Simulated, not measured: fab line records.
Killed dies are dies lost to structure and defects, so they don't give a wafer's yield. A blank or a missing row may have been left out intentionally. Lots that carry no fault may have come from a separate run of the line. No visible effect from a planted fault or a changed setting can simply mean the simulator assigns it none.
Which tool did it? ; flow nandHarc ; 14 lots with 42 wafers sampled at 4 steps, on a route of 1302 steps

## WHAT EACH GAUGE READ, for each wafer
The record holds no reading of a measuring or inspecting step that can be judged against a usual standard deviation.

## WHICH TOOL RAN EACH LOT (tool, then ch and the chambers of the sampled wafers, then the start)
lot;NHARC_P_M2_DESCUM_14;NHARC_P_M2_ETCH_28;NHARC_P_M2_PRE_CLEAN_30;NHARC_P_M2_PVD_21
L606;rieDiel-03 ch 0,1,2, day 6 15:21;rieDiel-05 ch 1,3, day 6 16:37 or earlier;pvdSputter-02, day 6 16:37 or earlier;pvdSputter-02, day 6 16:37
L607;rieDiel-06 ch 0,2, day 6 22:46;rieDiel-05 ch 0,1,2, day 7 00:03 or earlier;pvdSputter-02, day 7 00:03 or earlier;pvdSputter-02, day 7 00:03
L608;rieDiel-06 ch 0,2,3, day 7 02:40;rieDiel-03 ch 1,2,3, day 7 03:56 or earlier;pvdSputter-03, day 7 03:56 or earlier;pvdSputter-03, day 7 03:56
L610;rieDiel-06 ch 1,2, day 8 11:11;rieDiel-03 ch 0,1,2, day 8 12:27 or earlier;pvdSputter-02, day 8 12:27 or earlier;pvdSputter-02, day 8 12:27
L613;rieDiel-05 ch 1,2,3, day 9 08:50;rieDiel-06 ch 0,1, day 9 10:06 or earlier;pvdSputter-03, day 9 10:06 or earlier;pvdSputter-03, day 9 10:06
L614;rieDiel-06 ch 0,1,2, day 9 14:26;rieDiel-03 ch 1,2,3, day 9 15:41 or earlier;pvdSputter-01, day 9 15:41 or earlier;pvdSputter-01, day 9 15:41
L615;rieDiel-03 ch 0,3, day 10 09:19;rieDiel-06 ch 0,2, day 10 10:35 or earlier;pvdSputter-02, day 10 10:35 or earlier;pvdSputter-02, day 10 10:35
L616;rieDiel-06 ch 0,3, day 10 14:18;rieDiel-03 ch 2,3, day 10 15:32 or earlier;pvdSputter-03, day 10 15:32 or earlier;pvdSputter-03, day 10 15:32
L620;rieDiel-06 ch 1,2,3, day 12 11:37;rieDiel-05 ch 1,2, day 12 12:52 or earlier;pvdSputter-03, day 12 12:52 or earlier;pvdSputter-03, day 12 12:52
L621;rieDiel-06 ch 2,3, day 12 12:47;rieDiel-05 ch 0,1,3, day 12 14:07 or earlier;pvdSputter-02, day 12 14:07 or earlier;pvdSputter-02, day 12 14:07
L622;rieDiel-05 ch 0,1,3, day 13 04:55;rieDiel-06 ch 0,1,2, day 13 06:12 or earlier;pvdSputter-03, day 13 06:12 or earlier;pvdSputter-03, day 13 06:12
L626;rieDiel-06 ch 0,2, day 14 18:06;rieDiel-05 ch 0,1,2, day 14 19:21 or earlier;pvdSputter-02, day 14 19:21 or earlier;pvdSputter-02, day 14 19:21
L627;rieDiel-06 ch 0,1, day 15 08:02;rieDiel-05 ch 1,2,3, day 15 09:21 or earlier;pvdSputter-01, day 15 09:21 or earlier;pvdSputter-01, day 15 09:21
L629;rieDiel-06 ch 1,2, day 16 03:26;rieDiel-03 ch 0,1,2, day 16 04:41 or earlier;pvdSputter-03, day 16 04:41 or earlier;pvdSputter-03, day 16 04:41
- NHARC_P_M2_DESCUM_14: chemistry O2, time 3 s.
- NHARC_P_M2_ETCH_28: etches the open film in CF4/N2, target depth 30 nm, time 72.99 s.
- NHARC_P_M2_PRE_CLEAN_30: time 30 s.
- NHARC_P_M2_PVD_21: deposits Cu, target thk 30 nm, time 20.49 s.

## WHAT THE TOOLS THEMSELVES READ (means of the sampled wafers that have a number; where no wafer has one, the mark that the record gives instead)
NHARC_P_M2_DESCUM_14. Usual: chamberPressureMTorr is 60.01 mTorr with standard deviation 0.049, drypumpMotorCurrentA is 5.5 A with standard deviation 0.55, mfcArSccm is 0.008 sccm with standard deviation 0.014, oesProductAu is 1.005 a.u. with standard deviation 0.0069, rfVppV is 57.7 V with standard deviation 0.92, showerheadPlenumPTorr is 1.92 Torr with standard deviation 0.089, and throttleValvePct is 11.311 % with standard deviation 0.0099.
lot;tool;chamberPressureMTorr (mTorr);drypumpMotorCurrentA (A);mfcArSccm (sccm);oesProductAu (a.u.);rfVppV (V);showerheadPlenumPTorr (Torr);throttleValvePct (%);flag
L606;rieDiel-03;59.96;5.9;0.016;1.008;58.2;1.94;11.311;
L607;rieDiel-06;59.97;5.7;0.000;0.998;57.7;1.85;11.310;
L608;rieDiel-06;60.02;5.6;0.011;1.005;57.2;1.86;11.309;
L610;rieDiel-06;60.00;5.2;0.000;1.010;58.0;1.94;11.306;
L613;rieDiel-05;60.00;5.7;0.003;1.000;59.0;2.01;11.302;
L614;rieDiel-06;60.02;5.3;0.000;1.009;57.3;1.92;11.312;
L615;rieDiel-03;59.95;6.2;0.028;0.999;58.2;1.96;11.312;
L616;rieDiel-06;60.01;5.6;0.022;1.009;57.5;1.87;11.304;
L620;rieDiel-06;60.00;5.6;0.011;1.005;57.4;1.88;11.318;
L621;rieDiel-06;59.99;6.0;0.022;1.011;56.7;1.82;11.305;
L622;rieDiel-05;60.03;5.7;0.003;0.999;57.9;1.99;11.308;
L626;rieDiel-06;59.99;5.4;0.000;1.004;58.1;1.89;11.325;
L627;rieDiel-06;60.00;4.8;0.000;1.010;58.0;1.99;11.316;
L629;rieDiel-06;60.04;5.2;0.000;1.006;57.4;1.94;11.321;

NHARC_P_M2_ETCH_28. Usual: chamberPressureMTorr is 30.000 mTorr with standard deviation 0.029, drypumpMotorCurrentA is 5.7 A with standard deviation 0.52, mfcArSccm is 150.0 sccm with standard deviation 0.45, oesProductAu is 1.003 a.u. with standard deviation 0.0076, rfVppV is 314.9 V with standard deviation 1.9, showerheadPlenumPTorr is 2.67 Torr with standard deviation 0.09, and throttleValvePct is 19.794 % with standard deviation 0.0084.
lot;tool;chamberPressureMTorr (mTorr);drypumpMotorCurrentA (A);mfcArSccm (sccm);oesProductAu (a.u.);rfVppV (V);showerheadPlenumPTorr (Torr);throttleValvePct (%);flag
L606;rieDiel-05;29.991;5.7;150.1;1.009;316.2;2.73;19.798;
L607;rieDiel-05;30.003;5.7;149.8;0.999;315.8;2.74;19.794;
L608;rieDiel-03;29.991;5.6;149.9;1.000;312.9;2.61;19.801;
L610;rieDiel-03;29.979;5.9;150.0;0.996;315.1;2.66;19.792;
L613;rieDiel-06;29.984;4.9;150.4;1.007;315.5;2.70;19.795;
L614;rieDiel-03;29.998;5.6;149.8;1.007;314.1;2.61;19.795;
L615;rieDiel-06;29.991;5.4;149.9;1.007;314.4;2.60;19.799;
L616;rieDiel-03;30.011;5.4;150.0;1.000;313.9;2.60;19.793;
L620;rieDiel-05;29.993;5.9;149.6;1.006;314.8;2.69;19.796;
L621;rieDiel-05;29.996;5.7;149.9;1.000;315.8;2.72;19.788;
L622;rieDiel-06;30.007;5.3;150.2;1.011;314.2;2.63;19.792;
L626;rieDiel-05;30.017;5.7;150.3;0.997;315.5;2.73;19.796;
L627;rieDiel-05;29.994;5.7;149.7;0.999;316.3;2.74;19.795;
L629;rieDiel-03;29.988;5.9;149.7;0.998;314.4;2.65;19.790;

NHARC_P_M2_PRE_CLEAN_30. Usual: 398 W for heaterPowerW, sd 40.
lot;tool;heaterPowerW (W);flag
L606;pvdSputter-02;357;
L607;pvdSputter-02;381;
L608;pvdSputter-03;430;
L610;pvdSputter-02;364;
L613;pvdSputter-03;432;
L614;pvdSputter-01;408;
L615;pvdSputter-02;373;
L616;pvdSputter-03;448;
L620;pvdSputter-03;388;
L621;pvdSputter-02;385;
L622;pvdSputter-03;412;
L626;pvdSputter-02;333;
L627;pvdSputter-01;415;
L629;pvdSputter-03;433;

NHARC_P_M2_PVD_21. Usual: cathodeDcPowerW 5000.2 W, standard deviation 1; chamberPressurePa 5.002 Pa, standard deviation 0.01; throttleValvePct 30.0 %, standard deviation 1.2.
lot;tool;cathodeDcPowerW (W);chamberPressurePa (Pa);throttleValvePct (%);flag
L606;pvdSputter-02;5000.8;5.005;30.0;
L607;pvdSputter-02;4999.8;5.004;29.0;
L608;pvdSputter-03;4999.6;4.994;30.3;
L610;pvdSputter-02;5001.3;5.004;31.1;
L613;pvdSputter-03;4999.9;5.012;29.5;
L614;pvdSputter-01;5000.6;5.004;30.6;
L615;pvdSputter-02;5000.6;5.001;30.1;
L616;pvdSputter-03;5000.3;5.001;31.1;
L620;pvdSputter-03;-;-;-;OFF
L621;pvdSputter-02;-;-;-;OFF
L622;pvdSputter-03;4999.4;5.008;29.8;
L626;pvdSputter-02;5000.1;4.988;28.8;
L627;pvdSputter-01;5000.3;5.006;30.2;
L629;pvdSputter-03;4999.4;4.995;30.0;

## THE ANSWER, worked out from the rows above alone
Rule: take the mean of a lot's wafers that have a number; if it is more than 3 standard deviations from the usual mean, the lot is off. Also off: a lot with no number at a reading for which 4 or more lots have one. All remaining lots with rows at the step are treated as sound. The gauges are gone through in route order, then the tools' own readings, and for those a lot's mean is taken as printed above. At the first step where some lot is off, the reading lying furthest off is the one used; lots without a number count as furthest.
Off at NHARC_P_M2_PVD_21 (cathodeDcPowerW): L620, L621. Without a number there: L620, L621.
A tool fits if, at that step or a process step before it, it ran every lot that is off, and no sound lot after the first of them. Because NHARC_P_M2_ETCH_28 lacks a start for some lots, the hours and order of its lots are taken from NHARC_P_M2_PVD_21. Because NHARC_P_M2_PRE_CLEAN_30 lacks a start for some lots, the hours and order of its lots are taken from NHARC_P_M2_PVD_21. None of those tried fits.

## WHAT WAS PUT IN BY THE SIMULATOR
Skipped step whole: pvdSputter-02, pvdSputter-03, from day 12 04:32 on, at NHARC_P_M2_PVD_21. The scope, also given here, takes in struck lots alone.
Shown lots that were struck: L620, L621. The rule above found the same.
